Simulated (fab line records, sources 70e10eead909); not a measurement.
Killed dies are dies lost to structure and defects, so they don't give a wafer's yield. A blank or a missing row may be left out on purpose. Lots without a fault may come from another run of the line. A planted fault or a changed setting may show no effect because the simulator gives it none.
Which tool did it? | flow nand_harc | 12 lots, 36 wafers sampled, at 4 steps of a route of 1159

WHAT THE GAUGES READ, wafer by wafer
NHARC_A_ZERO_WELL_INSPECT_17. Usual: raw_defect_count 10, standard deviation 5.3.
lot  | measured     | on                | raw_defect_count | flag
L965 | day 6 20:44  | defect_inspect-01 | 12 4 4           |
L970 | day 7 14:13  | defect_inspect-01 | 7 4 10           |
L971 | day 8 11:00  | defect_inspect-01 | 7 5 14           |
L972 | day 8 11:17  | defect_inspect-01 | 10 22 9          |
L974 | day 8 23:13  | defect_inspect-02 | 18 11 7          |
L976 | day 9 22:11  | defect_inspect-01 | 6 10 3           |
L979 | day 9 22:51  | defect_inspect-02 | 5 7 9            |
L981 | day 10 07:58 | defect_inspect-01 | 3 7 5            |
L982 | day 11 05:23 | defect_inspect-01 | 10 6 17          |
L984 | day 11 06:17 | defect_inspect-02 | 7 7 3            |
L988 | day 12 01:08 | defect_inspect-02 | 3 4 3            |
L987 | day 12 02:11 | defect_inspect-02 | 7 3 9            |

WHICH TOOL RAN EACH LOT (tool, then ch and the chambers of the sampled wafers, then the start)
lot  | NHARC_P_BONDPAD_ETCH_24                       | NHARC_A_ZERO_WELL_SOFTBAKE_05     | NHARC_A_ZERO_WELL_ETCH_19
L965 | rie_diel-13 ch 0,1,2, day 6 15:53             | litho_track-03 ch 0, day 6 18:00  | rie_diel-07 ch 0,1,2, day 6 19:30
L970 | rie_diel-13 ch 0,1,3, day 7 12:00 or earlier  | litho_track-02 ch 0, day 7 12:00  | rie_diel-07 ch 0,1,3, day 7 12:57
L971 | rie_diel-09 ch 0,2,3, day 8 09:00 or earlier  | litho_track-02 ch 0, day 8 09:00  | rie_diel-02 ch 0,1,2, day 8 09:47
L972 | rie_diel-11 ch 0,2,3, day 8 09:00 or earlier  | litho_track-03 ch 0, day 8 09:00  | rie_diel-07 ch 0,1,3, day 8 10:04
L974 | rie_diel-13 ch 1,2,3, day 8 21:00 or earlier  | litho_track-03 ch 0, day 8 21:00  | rie_diel-04 ch 0,2,3, day 8 21:59
L976 | rie_diel-11 ch 0,2, day 9 20:00 or earlier    | litho_track-07 ch 0, day 9 20:00  | rie_diel-02 ch 0,1, day 9 20:49
L979 | rie_diel-13 ch 1,2, day 9 20:00 or earlier    | litho_track-07 ch 0, day 9 20:00  | rie_diel-04 ch 0,1,2, day 9 21:37
L981 | rie_diel-13 ch 1,2, day 10 06:00 or earlier   | litho_track-07 ch 0, day 10 06:00 | rie_diel-07 ch 1,2,3, day 10 06:44
L982 | rie_diel-09 ch 0,2, day 11 03:00 or earlier   | litho_track-02 ch 0, day 11 03:00 | rie_diel-02 ch 0,2, day 11 04:09
L984 | rie_diel-09 ch 0,1, day 11 04:00 or earlier   | litho_track-03 ch 0, day 11 04:00 | rie_diel-04 ch 0,3, day 11 05:03
L988 | rie_diel-13 ch 1,2,3, day 11 22:00 or earlier | litho_track-02 ch 0, day 11 22:00 | rie_diel-07 ch 0,2,3, day 11 23:39
L987 | rie_diel-11 ch 1,2,3, day 12 00:00 or earlier | litho_track-03 ch 0, day 12 00:00 | rie_diel-07 ch 0,1,3, day 12 00:52
- NHARC_P_BONDPAD_ETCH_24: etches the open film in CF4/N2, target depth 30 nm, time 72.99 s.
- NHARC_A_ZERO_WELL_SOFTBAKE_05: time 70 s.
- NHARC_A_ZERO_WELL_ETCH_19: etches the open film in N2/H2, target depth 80 nm, overetch 24 nm, time 87.88 s.

WHAT THE TOOLS THEMSELVES READ (means of the sampled wafers that have a number; where no wafer has one, the mark that the record gives instead)
NHARC_P_BONDPAD_ETCH_24. Usual: drypump_motor_current_A 5.6 A, standard deviation 0.4; oes_product_au 0.999 a.u., standard deviation 0.007; rf_vpp_V 314.2 V, standard deviation 1.6; showerhead_plenum_p_Torr 2.63 Torr, standard deviation 0.083; throttle_valve_pct 19.793 %, standard deviation 0.0095.
lot  | tool        | drypump_motor_current_A (A) | oes_product_au (a.u.) | rf_vpp_V (V) | showerhead_plenum_p_Torr (Torr) | throttle_valve_pct (%) | flag
L965 | rie_diel-13 | 5.5                         | 0.997                 | 314.5        | 2.63                            | 19.796                 |
L970 | rie_diel-13 | 5.8                         | 0.997                 | 315.1        | 2.69                            | 19.793                 |
L971 | rie_diel-09 | 5.2                         | 0.997                 | 313.7        | 2.57                            | 19.799                 |
L972 | rie_diel-11 | 6.1                         | 0.997                 | 313.5        | 2.60                            | 19.793                 |
L974 | rie_diel-13 | 5.7                         | 1.001                 | 315.0        | 2.62                            | 19.794                 |
L976 | rie_diel-11 | 5.9                         | 1.003                 | 315.8        | 2.67                            | 19.801                 |
L979 | rie_diel-13 | 5.5                         | 0.996                 | 314.1        | 2.56                            | 19.783                 |
L981 | rie_diel-13 | 5.5                         | 1.003                 | 312.7        | 2.56                            | 19.795                 |
L982 | rie_diel-09 | 4.9                         | 1.002                 | 314.0        | 2.62                            | 19.800                 |
L984 | rie_diel-09 | 4.9                         | 1.000                 | 313.6        | 2.61                            | 19.788                 |
L988 | rie_diel-13 | 5.7                         | 1.001                 | 315.4        | 2.62                            | 19.786                 |
L987 | rie_diel-11 | 6.2                         | 0.995                 | 313.8        | 2.61                            | 19.800                 |

NHARC_A_ZERO_WELL_SOFTBAKE_05. Usual: heater_power_total_W 200.9 W, standard deviation 1.3.
lot  | tool           | heater_power_total_W (W) | flag
L965 | litho_track-03 | 200.6                    |
L970 | litho_track-02 | 202.5                    |
L971 | litho_track-02 | 201.7                    |
L972 | litho_track-03 | 201.1                    |
L974 | litho_track-03 | 201.6                    |
L976 | litho_track-07 | 201.4                    |
L979 | litho_track-07 | 200.8                    |
L981 | litho_track-07 | 205.8                    | OFF
L982 | litho_track-02 | 200.9                    |
L984 | litho_track-03 | 199.0                    |
L988 | litho_track-02 | 201.8                    |
L987 | litho_track-03 | 201.2                    |

NHARC_A_ZERO_WELL_ETCH_19. Usual: drypump_motor_current_A 5.7 A, standard deviation 0.51; oes_product_au 0.998 a.u., standard deviation 0.0084; rf_vpp_V 431.0 V, standard deviation 2.8; showerhead_plenum_p_Torr 2.06 Torr, standard deviation 0.093; throttle_valve_pct 14.171 %, standard deviation 0.009.
lot  | tool        | drypump_motor_current_A (A) | oes_product_au (a.u.) | rf_vpp_V (V) | showerhead_plenum_p_Torr (Torr) | throttle_valve_pct (%) | flag
L965 | rie_diel-07 | 5.5                         | 0.984                 | 430.8        | 2.03                            | 14.177                 |
L970 | rie_diel-07 | 5.2                         | 0.996                 | 431.3        | 2.04                            | 14.167                 |
L971 | rie_diel-02 | 5.9                         | 1.005                 | 430.3        | 2.04                            | 14.165                 |
L972 | rie_diel-07 | 5.2                         | 0.997                 | 429.8        | 2.04                            | 14.167                 |
L974 | rie_diel-04 | 5.8                         | 1.001                 | 430.0        | 2.02                            | 14.173                 |
L976 | rie_diel-02 | 5.8                         | 1.001                 | 429.7        | 2.00                            | 14.169                 |
L979 | rie_diel-04 | 5.4                         | 0.999                 | 431.8        | 2.08                            | 14.176                 |
L981 | rie_diel-07 | 5.6                         | 0.996                 | 431.9        | 2.08                            | 14.173                 |
L982 | rie_diel-02 | 5.5                         | 0.999                 | 428.9        | 2.01                            | 14.179                 |
L984 | rie_diel-04 | 5.5                         | 1.003                 | 429.2        | 1.99                            | 14.169                 |
L988 | rie_diel-07 | 5.8                         | 1.004                 | 432.6        | 2.13                            | 14.173                 |
L987 | rie_diel-07 | 5.2                         | 1.007                 | 430.0        | 2.04                            | 14.166                 |

THE ANSWER, worked out from the rows above alone
Rule: a lot is off if the mean of its wafers that have a number lies more than 3 standard deviations from the usual mean. A lot without any number at a reading at which 4 lots or more have one is off too. The other lots that the step has rows for count as sound. The gauges are gone through in route order, then the tools' own readings, and for those a lot's mean is taken as printed above. The first step at which some lot is off is used, and at that step the reading that is off furthest; a lot without a number counts as furthest.
Off: L981, at NHARC_A_ZERO_WELL_SOFTBAKE_05 (heater_power_total_W).
A tool fits if, at that step or a process step before it, it ran every lot that is off, and no sound lot after the first of them. NHARC_P_BONDPAD_ETCH_24 gives no start for some lots, so the hours and the order of its lots are those of NHARC_A_ZERO_WELL_SOFTBAKE_05. One fits: litho_track-07 at NHARC_A_ZERO_WELL_SOFTBAKE_05. Its last sound lot is L976 (day 9 20:00), its first lot that is off L981 (day 10 06:00): a fault that began between those two fits.
The tool's own readings at NHARC_A_ZERO_WELL_SOFTBAKE_05 bear it out: on the lots that are off they differ by more than 5 times the standard deviation of the sound lots' means. heater_power_total_W reads 205.8 W there against 201.1 W on the sound lots.

WHAT THE SIMULATOR HAD PUT IN
Process parameter drift: litho_track-07, from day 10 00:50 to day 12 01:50, at NHARC_A_ZERO_WELL_SOFTBAKE_05. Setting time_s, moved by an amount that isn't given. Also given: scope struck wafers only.
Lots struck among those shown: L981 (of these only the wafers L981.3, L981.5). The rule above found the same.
